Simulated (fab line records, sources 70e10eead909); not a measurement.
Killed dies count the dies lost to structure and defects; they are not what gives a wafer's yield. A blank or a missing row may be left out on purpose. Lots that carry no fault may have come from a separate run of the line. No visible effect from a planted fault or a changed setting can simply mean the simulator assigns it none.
Chamber matching	flow nand harc	NHARC_A_STAIRCASE_ETCH_292 on rie diel-06 has 4 sister chambers
The step etches the open film in CF4/CHF3. 24 wafers are shown with their chamber, then 12 later ones without.

== WAFERS PAIRED WITH THEIR CHAMBERS ==
wafer	chamber	drypump motor current A (A)	showerhead plenum p Torr (Torr)	throttle valve pct (%)
L077.1	2	5.8	1.56	16.806
L077.2	1	5.1	1.56	16.789
L077.6	0	5.6	1.57	16.807
L076.1	1	5.1	1.56	16.797
L076.3	0	5.6	1.57	16.788
L076.5	2	5.9	1.56	16.807
L078.3	1	5.1	1.56	16.806
L078.4	0	5.6	1.57	16.813
L078.6	1	5.1	1.56	16.792
L080.2	1	5.1	1.56	16.800
L080.3	3	6.4	1.55	16.785
L080.4	0	5.7	1.57	16.821
L083.1	1	5.1	1.56	16.802
L083.2	2	5.9	1.56	16.811
L083.5	2	5.9	1.56	16.811
L090.1	1	5.1	1.55	16.796
L090.3	0	5.6	1.56	16.809
L090.5	2	5.9	1.55	16.811
L092.1	0	5.6	1.56	16.797
L092.3	3	6.4	1.54	16.800
L092.4	2	5.9	1.55	16.812
L094.1	3	6.4	1.54	16.804
L094.3	0	5.6	1.56	16.802
L094.6	0	5.6	1.56	16.807

SIGNATURES, as means of the wafers listed above
reading	chamber 0	chamber 1	chamber 2	chamber 3	scatter within a chamber
drypump motor current A	5.612	5.100	5.883	6.400	0.0292
showerhead plenum p Torr	1.5650	1.5586	1.5567	1.5433	0.00493
throttle valve pct	16.80550	16.79743	16.80967	16.79633	0.00755
Rule: for a wafer and a chamber, the distance is found by dividing, reading by reading, the gap between the wafer's reading and the chamber's mean by the reading's scatter, squaring, summing and taking the root. The wafer belongs to the nearest chamber; if the next one is less than 2 further off, it can't be placed. The scatter: the root of (the sum of the squares of (reading less its chamber's mean) over the shown wafers, divided by (wafers less chambers)).

== WAFERS WITHOUT THEIR CHAMBER ==
wafer	drypump motor current A (A)	showerhead plenum p Torr (Torr)	throttle valve pct (%)
L093.1	5.1	1.55	16.797
L093.3	5.6	1.56	16.817
L093.4	6.4	1.54	16.812
L096.1	5.9	1.55	16.807
L096.2	6.4	1.54	16.803
L096.3	5.1	1.55	16.804
L095.3	5.9	1.55	16.804
L095.5	5.1	1.55	16.816
L095.6	5.6	1.56	16.790
L097.1	5.1	1.55	16.806
L097.3	5.9	1.55	16.804
L097.4	5.6	1.56	16.792

== EACH ONE'S CHAMBER ==
wafer	from the rows above	in truth
L093.1	1	1
L093.3	0	0
L093.4	3	3
L096.1	2	2
L096.2	3	3
L096.3	1	1
L095.3	2	2
L095.5	1	1
L095.6	0	0
L097.1	1	1
L097.3	2	2
L097.4	0	0
Correct placement for 12 of the 12. Not placeable from these rows: 0. Placed wrongly: 0.
